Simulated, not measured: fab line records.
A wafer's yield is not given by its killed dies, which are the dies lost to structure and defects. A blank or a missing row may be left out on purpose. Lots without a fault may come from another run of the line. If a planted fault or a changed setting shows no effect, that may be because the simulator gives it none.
Chamber matching + flow nand_harc + NHARC_A_STAIRCASE_DEP_325 on pecvd-03: 3 sister chambers
The step deposits SiO2, target thk 7200 nm. 16 wafers are shown with their chamber, then 8 later ones without.

== EACH WAFER AND ITS CHAMBER ==
| wafer  | chamber | heater_power_w (W) | heater_power_outer_w (W) | mfc_precursor_sccm (sccm) |
|--------|---------|--------------------|--------------------------|---------------------------|
| L074.1 | 2       | 644                | 397                      | 200.6                     |
| L074.3 | 0       | 528                | 265                      | 200.5                     |
| L074.6 | 2       | 554                | 322                      | 199.5                     |
| L077.1 | 1       | 821                | 471                      | 199.8                     |
| L077.4 | 0       | 488                | 238                      | 200.0                     |
| L077.5 | 2       | 560                | 318                      | 199.6                     |
| L080.1 | 0       | 611                | 326                      | 200.1                     |
| L080.2 | 2       | 585                | 348                      | 199.9                     |
| L080.5 | 1       | 697                | 350                      | 199.9                     |
| L081.1 | 0       | 556                | 293                      | 200.6                     |
| L081.2 | 2       | 638                | 381                      | 200.5                     |
| L081.5 | 1       | 672                | 355                      | 199.8                     |
| L086.2 | 1       | 758                | 413                      | 199.8                     |
| L086.4 | 2       | 557                | 313                      | 200.7                     |
| L086.5 | 1       | 672                | 359                      | 199.8                     |
| L090.4 | 2       | 571                | 331                      | 199.4                     |

SIGNATURES (averages over the wafers above)
| reading              | chamber 0 | chamber 1 | chamber 2 | scatter within a chamber |
|----------------------|-----------|-----------|-----------|--------------------------|
| heater_power_w       | 545.75    | 724.00    | 587.00    | 50.8                     |
| heater_power_outer_w | 280.50    | 389.60    | 344.29    | 40.8                     |
| mfc_precursor_sccm   | 200.300   | 199.820   | 200.029   | 0.406                    |
Rule: for a wafer and a chamber, the distance is found by dividing, reading by reading, the gap between the wafer's reading and the chamber's mean by the reading's scatter, squaring, summing and taking the root. If the next closest chamber is less than 2 further off than the closest, the wafer can't be placed; otherwise it belongs to the closest. The scatter: take each reading less its chamber's mean, square it, sum over the shown wafers, divide by the number of wafers less the number of chambers, and take the root.

== WAFERS WHOSE CHAMBER IS MISSING ==
| wafer  | heater_power_w (W) | heater_power_outer_w (W) | mfc_precursor_sccm (sccm) |
|--------|--------------------|--------------------------|---------------------------|
| L090.5 | 570                | 318                      | 199.7                     |
| L090.6 | 672                | 377                      | 200.9                     |
| L094.2 | 569                | 312                      | 199.4                     |
| L094.5 | 566                | 319                      | 200.8                     |
| L094.6 | 670                | 360                      | 200.7                     |
| L093.1 | 715                | 382                      | 199.7                     |
| L093.5 | 566                | 328                      | 200.0                     |
| L093.6 | 464                | 221                      | 199.7                     |

== WHICH CHAMBER EACH WENT THROUGH ==
| wafer  | from the rows above          | in truth |
|--------|------------------------------|----------|
| L090.5 | can't be placed: 2 or 0      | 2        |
| L090.6 | can't be placed: 2 or 1 or 0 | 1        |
| L094.2 | can't be placed: 2 or 0 or 1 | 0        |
| L094.5 | can't be placed: 0 or 2      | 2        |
| L094.6 | can't be placed: 2 or 1 or 0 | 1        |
| L093.1 | 1                            | 1        |
| L093.5 | can't be placed: 2 or 0      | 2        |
| L093.6 | can't be placed: 0 or 2      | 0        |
Placed correctly: 1 of 8. These rows do not allow placing 7 (true chamber among the candidates in 7). Wrongly placed: 0.
